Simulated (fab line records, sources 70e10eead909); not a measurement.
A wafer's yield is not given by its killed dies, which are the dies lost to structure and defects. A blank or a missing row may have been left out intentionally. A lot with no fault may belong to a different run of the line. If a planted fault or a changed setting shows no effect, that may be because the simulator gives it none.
A struck lot beside a sound one / flow nand-harc / 17 out of 1302 route steps
Sound: the wafers L876.3, L876.4, L876.5. Wafers L877.1, L877.4, L877.6 were the ones struck. Last of all comes the cause.
Order at every step that has rows: each side's tool, ch and its chambers, its first start. Under that, the readings that differ: sound wafers / struck wafers / difference of the means / sigmas: that difference in standard deviations of wafers without a fault.
alike: same words and numbers on both sides, and readings whose means sit less than 2 such deviations apart. not compared: any withheld reading, any reading some wafer has no value for, any bound like >300 that may hide the same value, and any number with overlapping values for which the record gives no deviation.
The two part at a step that has a row with sigmas, a row that says differs or no value, or rows on one side only. Non-overlapping numbers with no deviation appear without sigmas and do not part them. A reading that every wafer of one side lacks parts them only if that side has two wafers or more.

NHARC_P_GATE_ALD_36: deposits SiNx, target thk 20 nm, pulse time 60 s, ald cycles 223.
  sound on ald-sin-04 ch 0,2, day 7 14:56; struck on ald-sin-03 ch 0,1, day 7 20:07
reading=heater-power-w (W); sound=1057 1131 1037; struck=840 717 841; difference=-276; sigmas=-3
  alike: precursor-pulse-height-rel, susceptor-temp-C
  not compared: since-wet-clean-h
NHARC_P_GATE_ETCHBACK_37: etches the open film in CHF3/O2, target depth 34.5 nm, time 17.2 s.
  sound on rie-diel-08 ch 0,2,3; struck on rie-diel-01 ch 1,2,3
  alike: drypump-motor-current-A, oes-product-au, rf-vpp-V, showerhead-plenum-p-Torr, throttle-valve-pct
  not compared: rf-hours-counter-h
NHARC_P_GATE_STRIP_101: strips in O2, time 20 s.
  sound on rie-diel-08 ch 1,2,3, day 7 23:29; struck on rie-diel-01 ch 0,1, day 8 05:44
  alike: drypump-motor-current-A, oes-product-au, rf-vpp-V, showerhead-plenum-p-Torr, throttle-valve-pct
  not compared: rf-hours-counter-h
then, 9 steps without rows for these wafers: NHARC_P_GATE_PRECLEAN_97 (cleans in SPM, time 600 s); NHARC_P_GATE_SRD_98; NHARC_P_GATE_PRECLEAN_99 (cleans in SC1); NHARC_P_GATE_SRD_100; NHARC_P_GATE_DEHYDRATE_38 (time 120 s); NHARC_P_GATE_HMDS_39 (time 30 s); NHARC_P_GATE_COAT_40; NHARC_P_GATE_SOFTBAKE_41 (time 95 s); NHARC_P_GATE_EBR_42.
NHARC_P_GATE_EXPOSE_43: exposes mask P NSD, target cd 720 nm.
  sound on krf-scanner-01 ch 0, day 8 00:20; struck on krf-scanner-03 ch 0, day 8 06:29
reading=mask; sound=P_NSD#0 P_NSD#0 P_NSD#0; struck=P_HVPW#0 P_HVPW#0 P_HVPW#0; difference=differs; sigmas=
then, 2 steps without rows for these wafers: NHARC_P_GATE_PEB_44 (peb time 85 s); NHARC_P_GATE_DEVELOP_45 (time 70 s).
NHARC_P_GATE_CD_MEAS_46 targets a cd of 720 nm.
  sound on cd-sem-03 ch 0, day 8 00:29; struck on cd-sem-03 ch 0, day 8 06:39
reading=cd-nm (nm); sound=720.1 718.6 719.7; struck=- - -; difference=no value on the struck wafers; sigmas=
then, 1 step without rows for these wafers: NHARC_P_GATE_HARDBAKE_47 (time 80 s).

WHERE THEY PART
At NHARC_P_GATE_ALD_36 first; at NHARC_P_GATE_CD_MEAS_46 last (within this record only).

WHY: what had been put in by the simulator
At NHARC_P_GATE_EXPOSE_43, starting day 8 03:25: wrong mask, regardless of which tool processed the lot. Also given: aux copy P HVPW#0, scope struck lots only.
